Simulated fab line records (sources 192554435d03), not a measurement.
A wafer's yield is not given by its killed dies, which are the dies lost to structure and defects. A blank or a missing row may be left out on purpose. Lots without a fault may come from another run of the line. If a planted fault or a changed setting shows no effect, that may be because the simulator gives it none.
Which tool is to blame? -- flow n5Finfet -- 11 lots with 33 wafers sampled at 4 steps, on a route of 1938 steps

## WHAT THE GAUGES SHOWED, per wafer
N5_BEOL_M12_RS_MEAS_54: uses a four-point probe to measure. Usual: M12_RS typically reads 0.0599 ohm/sq, with standard deviation 0.0013.
lot,measured,on,M12_RS (ohm/sq),flag
L129,day 15 03:50,filmMetro-01,0.0618 0.0613 0.0585,
L127,day 15 09:29,filmMetro-02,0.0608 0.0611 0.0609,
L136,day 16 13:38,filmMetro-01,0.0613 0.0571 0.0612,
L139,day 17 10:23,filmMetro-01,0.0581 0.0606 0.0585,
L142,day 18 06:55,filmMetro-02,0.0584 0.0598 0.0601,
L140,day 18 14:00,filmMetro-02,0.0586 0.0610 0.0588,
L145,day 18 18:34,filmMetro-02,0.0612 0.0616 0.0602,
L147,day 19 18:06,filmMetro-01,0.0587 0.0589 0.0595,
L148,day 20 03:43,filmMetro-02,0.0591 0.0591 0.0594,
L149,day 20 05:19,filmMetro-01,0.0583 0.0590 0.0587,
L150,day 20 17:16,filmMetro-01,0.0597 0.0611 0.0587,

## WHICH TOOL RAN EACH LOT (tool, then ch and the chambers of the sampled wafers, then the start)
lot,N5_BEOL_M12_PRE_CLEAN_42,N5_BEOL_M12_SPUTTER_43,N5_BEOL_M12_CMP_49
L129,"pvdSputter-01, day 15 02:28","pvdSputter-01, day 15 02:31","cmp-01 ch 1,2,3, day 15 03:29"
L127,"pvdSputter-02, day 15 08:07","pvdSputter-02, day 15 08:09","cmp-02 ch 0,1,2, day 15 09:04"
L136,"pvdSputter-02, day 16 12:18","pvdSputter-02, day 16 12:20","cmp-01 ch 0,1,2, day 16 13:13"
L139,"pvdSputter-03, day 17 09:01","pvdSputter-03, day 17 09:03","cmp-04 ch 2,3, day 17 10:01"
L142,"pvdSputter-03, day 18 05:43","pvdSputter-03, day 18 05:46","cmp-04 ch 0,2,3, day 18 06:29"
L140,"pvdSputter-01, day 18 12:49","pvdSputter-01, day 18 12:52","cmp-02 ch 0,1,3, day 18 13:40"
L145,"pvdSputter-01, day 18 17:12","pvdSputter-01, day 18 17:14","cmp-01 ch 0,3, day 18 18:09"
L147,"pvdSputter-01, day 19 16:54","pvdSputter-01, day 19 16:56","cmp-01 ch 0,2,3, day 19 17:40"
L148,"pvdSputter-03, day 20 02:30","pvdSputter-03, day 20 02:32","cmp-04 ch 0,2, day 20 03:18"
L149,"pvdSputter-02, day 20 04:08","pvdSputter-02, day 20 04:11","cmp-02 ch 0,1,2, day 20 05:01"
L150,"pvdSputter-01, day 20 15:31","pvdSputter-01, day 20 15:34","cmp-01 ch 0,2, day 20 16:53"
- N5_BEOL_M12_PRE_CLEAN_42: time 30 s.
- N5_BEOL_M12_SPUTTER_43: material TaN, target thk 15 nm, time 24.19 s.
- N5_BEOL_M12_CMP_49: polishes, stops on SiOC, t overpolish 20.6 s, target thk 320 nm.

## WHAT THE TOOLS THEMSELVES READ (means of the sampled wafers that have a number; where no wafer has one, the mark that the record gives instead)
N5_BEOL_M12_PRE_CLEAN_42. Usual: heaterPowerW at 331 W, with a standard deviation of 44.
lot,tool,heaterPowerW (W),flag
L129,pvdSputter-01,313,
L127,pvdSputter-02,299,
L136,pvdSputter-02,310,
L139,pvdSputter-03,379,
L142,pvdSputter-03,334,
L140,pvdSputter-01,308,
L145,pvdSputter-01,331,
L147,pvdSputter-01,298,
L148,pvdSputter-03,352,
L149,pvdSputter-02,367,
L150,pvdSputter-01,325,

N5_BEOL_M12_SPUTTER_43. Usual: chamberPressurePa 0.12 Pa, standard deviation 0.00025; throttleValvePct 30.1 %, standard deviation 1.1.
lot,tool,chamberPressurePa (Pa),throttleValvePct (%),flag
L129,pvdSputter-01,0.12,29.7,
L127,pvdSputter-02,0.12,29.9,
L136,pvdSputter-02,0.12,30.6,
L139,pvdSputter-03,0.12,30.8,
L142,pvdSputter-03,0.12,29.2,
L140,pvdSputter-01,0.12,29.9,
L145,pvdSputter-01,0.12,31.1,
L147,pvdSputter-01,0.12,30.0,
L148,pvdSputter-03,0.12,30.1,
L149,pvdSputter-02,0.12,30.1,
L150,pvdSputter-01,0.12,31.2,

N5_BEOL_M12_CMP_49. Usual: barrierFieldEndpointS 30.5 s, standard deviation 0.91; motorCurrentA 5.8 A, standard deviation 0.63; slurryFlowMlMin 150.0, standard deviation 0.47.
lot,tool,barrierFieldEndpointS (s),motorCurrentA (A),slurryFlowMlMin,flag
L129,cmp-01,30.3,5.7,150.2,
L127,cmp-02,30.1,5.1,150.0,
L136,cmp-01,30.1,6.2,150.0,
L139,cmp-04,30.7,6.0,149.7,
L142,cmp-04,29.9,5.8,150.0,
L140,cmp-02,30.0,5.6,149.8,
L145,cmp-01,30.4,6.0,150.0,
L147,cmp-01,29.5,5.6,150.1,
L148,cmp-04,30.9,5.7,149.8,
L149,cmp-02,29.6,5.0,150.3,
L150,cmp-01,30.6,6.0,149.7,

## THE ANSWER, worked out from the rows above alone
Rule: take the mean of a lot's wafers that have a number; if it is more than 3 standard deviations from the usual mean, the lot is off. Also off: a lot with no number at a reading for which 4 or more lots have one. The other lots that the step has rows for count as sound. After the gauges, taken in route order, come the tools' own readings; for these a lot's mean is taken, as printed above. At the first step where some lot is off, the reading lying furthest off is the one used; lots without a number count as furthest.
Across all readings shown, no lot is off: no conclusion can be drawn from this.

## WHAT THE SIMULATOR HAD PUT IN
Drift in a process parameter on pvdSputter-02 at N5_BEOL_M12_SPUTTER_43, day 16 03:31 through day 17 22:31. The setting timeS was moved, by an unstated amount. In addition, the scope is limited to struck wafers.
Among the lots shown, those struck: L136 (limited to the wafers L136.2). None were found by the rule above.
